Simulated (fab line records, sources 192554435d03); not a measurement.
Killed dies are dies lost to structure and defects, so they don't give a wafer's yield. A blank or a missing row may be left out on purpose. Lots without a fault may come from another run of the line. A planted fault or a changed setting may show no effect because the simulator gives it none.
fab line records | flow n5_finfet | part 2 of 2: steps 24 to 35 of 35
record lots=5 wafers=15 last_day=18
route steps=1938 shown BEOL_M9@1448 BEOL_M10@1470
lots that met no fault: from a run of the same line without faults
start_h: hours from the record's first day to the start of the lot's first wafer shown | wait_h: hours since the lot's step before | " the same as in the row above | L1.1+2: a row that stands for several wafers | - no value, or no start given | * or withheld: withheld | < > ~ a bound
route shown NAME@n: a module of which the file shows steps, and the number in the route of the first | usual: mean/standard deviation of fault-free wafers | same: alike in all rows | chamber/n: place in a boat | sites: the reading at each site | _std_site: their standard deviation | _edge_site: outer sites' mean less inner sites' | radius_mm: how far each site lies from the wafer's centre | mask NAME#n: copy n | behind: the tool/chamber that last shaped the wafer | hold: why the lot was held/for how many hours/how that ended | device: the transistor (n, p or np) that didn't switch | end of line: the same wafers' tests at the end of the route | a step without rows: its recipe alone | killed: dies lost to structure and defects at the first sort, not the wafer's yield | map: a wafer's dies, x killed, . not, _ none there
set.NAME: the setting as run; set.NAME@STEP: as run at that earlier step | model.NAME: the simulator's own value behind a step, which no gauge read
lots at some steps of the route; a table a step, a row a wafer
services: from which hour (start_h, from the record's first day; less than 0 if before it) a tool's chamber was out of use, for how many hours, and why
## steps
# step N5_BEOL_M10_CURE_71
# recipe temp_c=385 time_s=240 ambient=He/Ar material=SiCOH_lowk
# usual lamp_power_pct=52.31/0.061 wafer_temp_C_max=386.7/0.48
# columns lot.wafer tool chamber start_h wait_h lamp_power_pct wafer_temp_C_max
L075.1 uv_cure-03 2 231.74 0.0 52.31 386.4
L075.2 " 2 " " 52.27 386.5
L075.6 " 2 233.34 1.6 52.37 386.5
L081.1 uv_cure-01 0 260.59 0.0 52.34 386.8
L081.3 " 0 " " 52.27 386.6
L081.6 " 0 " " 52.30 387.0
L089.1 uv_cure-03 2 320.17 0.0 52.27 386.9
L089.2 " 2 " " 52.33 386.6
L089.4 " 2 " " 52.25 385.9
L093.3 uv_cure-01 2 331.63 0.2 52.32 386.1
L093.5 " 2 " " 52.28 386.7
L093.6 " 2 " " 52.29 386.4
L096.1 uv_cure-01 1 357.23 0.0 52.31 387.1
L096.2 " 1 " " 52.32 386.9
L096.4 " 1 " " 52.32 386.7
# step N5_BEOL_M10_THK_MEAS_01
# recipe reads=SiCOH_lowk_of_BEOL_M10_ILD_DEP_00
# usual M10_ILD_THK=269/3.9
# columns lot.wafer tool chamber start_h wait_h M10_ILD_THK[nm]
L075.1 film_metro-02 - 233.69 1.6 266
L075.2 " - " " 269
L075.6 " - " " 271
L081.1 film_metro-01 - 261.10 0.4 268
L081.3 " - " " 264
L081.6 " - " " 269
L089.1 film_metro-02 - 320.68 0.4 266
L089.2 " - " " 266
L089.4 " - " " 271
L093.3 film_metro-01 - 331.99 0.3 271
L093.5 " - " " 278
L093.6 " - " " 268
L096.1 film_metro-01 - 357.74 0.4 272
L096.2 " - " " 263
L096.4 " - " " 274
# step N5_BEOL_M10_PECVD_70
# recipe material=SiO2 target_thk_a=200 temp_c=400 precursor=TEOS/O2 pressure_torr=5.5 rf_w=450 teos_flow_sccm=53.8 gas=O2 flow_sccm=3000 time_s=22.7
# usual heater_power_w=705/110 rf_fwd_power_W=444.2/1.7 showerhead_plenum_p_Torr=8.80/0.045 throttle_valve_pct=22.4/0.67
# columns lot.wafer tool chamber start_h wait_h heater_power_w rf_fwd_power_W showerhead_plenum_p_Torr throttle_valve_pct
L075.1 pecvd-01 2 233.73 0.0 659 441.9 8.78 21.6
L075.2 " 0 " " 611 443.9 8.86 22.2
L075.6 " 1 " " 809 443.3 8.74 23.6
L081.1 pecvd-01 0 261.14 0.0 518 445.5 8.87 22.1
L081.3 " 2 " " 594 441.4 8.77 21.9
L081.6 " 0 " " 528 445.2 8.86 22.1
L089.1 pecvd-01 2 320.71 0.0 642 441.1 8.75 21.7
L089.2 " 0 " " 628 444.1 8.87 21.8
L089.4 " 2 " " 623 441.1 8.75 21.6
L093.3 pecvd-04 0 332.02 0.0 637 446.7 8.82 21.9
L093.5 " 1 " " 640 443.8 8.80 22.0
L093.6 " 0 " " 646 447.4 8.81 21.6
L096.1 pecvd-04 1 357.78 0.0 657 443.4 8.81 22.4
L096.2 " 0 " " 630 445.7 8.83 22.0
L096.4 " 0 " " 646 444.1 8.82 21.8
# step N5_BEOL_M10_HM_DEP_02
# recipe material=TiN target_thk_a=200 temp_c=25 chamber_pressure_pa=0.49996
# usual throttle_valve_pct=29.3/1.1
# columns lot.wafer tool chamber start_h wait_h throttle_valve_pct
L075.1 pvd_sputter-01 - 234.48 0.7 30.5
L075.2 " - " " 27.6
L075.6 " - " " 29.0
L081.1 pvd_sputter-01 - 261.79 0.6 27.8
L081.3 " - " " 30.6
L081.6 " - " " 30.4
L089.1 pvd_sputter-03 - 322.21 1.5 28.5
L089.2 " - " " 28.4
L089.4 " - " " 28.9
L093.3 pvd_sputter-01 - 333.71 1.7 30.6
L093.5 " - " " 30.6
L093.6 " - " " 27.5
L096.1 pvd_sputter-03 - 358.67 0.9 28.5
L096.2 " - " " 30.8
L096.4 " - " " 28.7
# step N5_BEOL_M10_COAT_59
# recipe resist=SOC temp_c=250 time_s=60 spin_rpm=1500 resist_thk_nm=100
# usual dispense_pressure_kPa=49/3.6
# columns lot.wafer tool chamber start_h wait_h dispense_pressure_kPa
L075.1 litho_track-04 0 234.60 0.1 48
L075.2 " 0 " " 48
L075.6 " 0 " " 48
L081.1 litho_track-04 0 261.91 0.1 48
L081.3 " 0 " " 48
L081.6 " 0 " " 48
L089.1 litho_track-05 0 322.34 0.1 53
L089.2 " 0 " " 53
L089.4 " 0 " " 53
L093.3 litho_track-04 0 333.84 0.1 48
L093.5 " 0 " " 48
L093.6 " 0 " " 48
L096.1 litho_track-04 0 358.80 0.1 48
L096.2 " 0 " " 48
L096.4 " 0 " " 48
# step N5_BEOL_M10_COAT_60
# recipe resist=SiARC temp_c=220 time_s=60 spin_rpm=1500 resist_thk_nm=30
# usual dispense_pressure_kPa=49/3.6
# columns lot.wafer tool chamber start_h wait_h dispense_pressure_kPa
L075.1 litho_track-04 0 - - 48
L075.2 " 0 " " 48
L075.6 " 0 " " 48
L081.1 litho_track-04 0 - - 48
L081.3 " 0 " " 48
L081.6 " 0 " " 48
L089.1 litho_track-05 0 - - 53
L089.2 " 0 " " 53
L089.4 " 0 " " 53
L093.3 litho_track-04 0 - - 48
L093.5 " 0 " " 48
L093.6 " 0 " " 48
L096.1 litho_track-04 0 - - 48
L096.2 " 0 " " 48
L096.4 " 0 " " 48
# step N5_BEOL_M10_COAT_05
# recipe resist=CAR-ArF spin_rpm=1500 resist_thk_nm=90
# usual dispense_pressure_kPa=49/3.6
# columns lot.wafer tool chamber start_h wait_h dispense_pressure_kPa
L075.1 litho_track-04 0 - - 48
L075.2 " 0 " " 48
L075.6 " 0 " " 48
L081.1 litho_track-04 0 - - 48
L081.3 " 0 " " 48
L081.6 " 0 " " 48
L089.1 litho_track-05 0 - - 53
L089.2 " 0 " " 53
L089.4 " 0 " " 53
L093.3 litho_track-04 0 - - 48
L093.5 " 0 " " 48
L093.6 " 0 " " 48
L096.1 litho_track-04 0 - - 48
L096.2 " 0 " " 48
L096.4 " 0 " " 48
# step N5_BEOL_M10_EBR_07
# recipe solvent=PGMEA ebr_width_mm=1.5
# columns lot.wafer tool chamber start_h wait_h
L075.1+2+6 litho_track-04 0 - -
L081.1+3+6 litho_track-04 0 - -
L089.1+2+4 litho_track-05 0 - -
L093.3+5+6 litho_track-04 0 - -
L096.1+2+4 litho_track-04 0 - -
# step N5_BEOL_M10_SOFTBAKE_06
# recipe temp_c=110 time_s=60 resist=CAR-ArF
# columns lot.wafer tool chamber start_h wait_h
L075.1+2+6 litho_track-04 0 - -
L081.1+3+6 litho_track-04 0 - -
L089.1+2+4 litho_track-05 0 - -
L093.3+5+6 litho_track-04 0 - -
L096.1+2+4 litho_track-04 0 - -
# step N5_BEOL_M10_EXPOSE_08
# recipe mask_id=M10 na=1.35 source_shape=dipole sigma_inner=0.411 sigma_outer=0.611 polarization=te dose_mj=53.75
# same na=1.35
# columns lot.wafer tool chamber start_h wait_h mask
L075.1+2+6 arfi_scanner-01 0 234.72 - M10#0
L081.1+3+6 arfi_scanner-02 0 262.03 - M10#0
L089.1+2+4 arfi_scanner-02 0 322.45 - M10#0
L093.3+5+6 arfi_scanner-01 0 334.09 - M10#0
L096.1+2+4 arfi_scanner-02 0 358.92 - M10#0
# step N5_BEOL_M10_PEB_09
# recipe peb_temp_c=withheld peb_time_s=60 resist=CAR-ArF
# same peb_time_s=60
# columns lot.wafer tool chamber start_h wait_h
L075.1+2+6 litho_track-04 0 234.78 0.1
L081.1+3+6 litho_track-03 0 262.09 0.1
L089.1+2+4 litho_track-04 0 322.51 0.1
L093.3+5+6 litho_track-05 0 334.14 0.0
L096.1+2+4 litho_track-03 0 358.97 0.1
# step N5_BEOL_M10_DEVELOP_10
# recipe develop_time_s=30 developer=TMAH resist=CAR-ArF rinse_liquid=diw dry=air_spin dev_temp_c=23
# columns lot.wafer tool chamber start_h wait_h
L075.1+2+6 litho_track-04 0 - -
L081.1+3+6 litho_track-03 0 - -
L089.1+2+4 litho_track-04 0 - -
L093.3+5+6 litho_track-05 0 - -
L096.1+2+4 litho_track-03 0 - -
## services
# columns tool chamber start_h hours kind
ecd_cu-01 - 211.78 2.0 repair
cvd_co-01 - 215.00 1.1 repair
pecvd-02 - 217.46 14.6 pm
rie_diel-03 3 222.21 10.9 repair
ald_metal-03 - 222.29 1.4 repair
arfi_scanner-02 - 234.33 1.3 pm
arfi_scanner-02 - 239.47 4.9 pm
rie_diel-03 - 252.59 14.6 pm
ecd_cu-01 - 252.78 7.3 pm
pecvd-03 - 261.81 1.5 repair
arfi_scanner-02 - 263.52 1.0 pm
uv_cure-01 - 265.35 7.5 pm
pecvd-01 2 269.11 12.2 repair
rie_diel-03 2 270.09 9.5 repair
uv_cure-01 - 272.90 7.5 pm
arfi_scanner-02 - 284.81 1.2 repair
cmp-03 - 298.82 4.0 pm
arfi_scanner-02 - 299.79 3.1 pm
ald_metal-03 - 303.68 6.0 pm
ecd_cu-01 - 304.44 2.8 repair
arfi_scanner-02 - 306.85 0.8 pm
rtp_anneal-01 - 324.62 2.2 pm
pecvd-01 2 327.12 5.4 repair
pvd_sputter-03 - 341.47 6.6 repair
